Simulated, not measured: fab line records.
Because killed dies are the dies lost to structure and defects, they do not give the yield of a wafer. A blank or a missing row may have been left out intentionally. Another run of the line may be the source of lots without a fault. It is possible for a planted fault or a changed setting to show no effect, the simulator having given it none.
Split-lot study	flow n5_finfet	on a route of 1938 steps: 7 lots, 21 wafers read

== THE SPLIT ==
At N5_PASSIVATION_AL_DEP_21 (deposits Al, target thk 2800 nm, time 170 s), the setting time_s was moved away from the recipe's 170 s on 3 of the 21 wafers read, by -7.5% to +12.5%. This setting was run at the recipe's value on the other wafers.

Reading taken at the split's own step.

== THE READING ==
Al_of_PASSIVATION_AL_DEP_21.thk_nm (the simulator's own value, which no gauge read), in nm, at N5_PASSIVATION_AL_DEP_21 (deposits Al, target thk 2800 nm, time 170 s). No usual value for it is given in the file. Across the 18 wafers here that went through the recipe, the average is 2792 nm and the standard deviation 33 nm.

wafer	tool, chamber at the split	time_s as run, s	against the recipe	Al_of_PASSIVATION_AL_DEP_21.thk_nm, nm	against lot-mates on the recipe
L074.3	pvd_sputter-02, -	170	recipe	2867	-
L074.4	pvd_sputter-02, -	170	recipe	2833	-
L074.6	pvd_sputter-02, -	170	recipe	2808	-
L077.1	pvd_sputter-03, -	170	recipe	2774	-
L077.2	pvd_sputter-03, -	170	recipe	2772	-
L077.5	pvd_sputter-03, -	157.3	-7.5%	2602	-171
L078.3	pvd_sputter-01, -	170	recipe	2813	-
L078.5	pvd_sputter-01, -	170	recipe	2806	-
L078.6	pvd_sputter-01, -	170	recipe	2803	-
L081.1	pvd_sputter-01, -	170	recipe	2736	-
L081.2	pvd_sputter-01, -	170	recipe	2770	-
L081.4	pvd_sputter-01, -	170	recipe	2731	-
L082.4	pvd_sputter-03, -	170	recipe	2781	-
L082.5	pvd_sputter-03, -	170	recipe	2773	-
L082.6	pvd_sputter-03, -	170	recipe	2790	-
L084.2	pvd_sputter-02, -	170	recipe	2818	-
L084.5	pvd_sputter-02, -	170	recipe	2825	-
L084.6	pvd_sputter-02, -	170	recipe	2799	-
L095.1	pvd_sputter-01, -	191.3	+12.5%	3155	+394
L095.2	pvd_sputter-01, -	170	recipe	2761	-
L095.3	pvd_sputter-01, -	191.3	+12.5%	3138	+377

THE FIT
A straight line over all 21 wafers: Al_of_PASSIVATION_AL_DEP_21.thk_nm changes by +27.8 nm for each +1% of time_s; r = +0.97; the points scatter about the line by 33 nm.
The same after taking each lot's own level away (the mean of its wafers on the recipe; 21 wafers): +29.4 nm for each +1%; r = +0.99; scatter 18 nm.
The reading moves by 3.7e+02 nm for the largest change in time_s, on that fit.
The span of the lots' own levels, 2745.7 to 2836.0 nm, comes to 2.7 times the standard deviation stated above.
So the lot-to-lot level changes the slope little: the two slopes agree.
Check: +356 nm against its lot-mates is what the line predicts for one of the wafers moved furthest among these (+12.5%) when that wafer is left out of the fit. Against them it came out at +394 nm.

== THE OTHER SPLITS THESE WAFERS WENT THROUGH ==
Other splits were also applied to these wafers ahead of the reading. Each is held against what the fit with the lots' levels taken away leaves over:
other split on the same wafers	wafers away from the commonest value	r with Al_of_PASSIVATION_AL_DEP_21.thk_nm (lot level and that fit taken away)
N5_BEOL_M11_COAT_05 spin_rpm	5	+0.49
N5_BEOL_M12_SPUTTER_44 time_s	9	+0.16
N5_BEOL_M14_EXPOSE_07 dose_mj	8	-0.15
N5_BEOL_M14_DESCUM_15 time_s	10	-0.08
N5_BEOL_M15_TRENCH_ETCH_34 bias_w	6	+0.19
N5_BEOL_M15_SPUTTER_44 power_w	6	+0.06

== FILE'S OWN FIT ==
Al_of_PASSIVATION_AL_DEP_21.thk_nm changes by +28.7 nm for each +1% of time_s, r = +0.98.
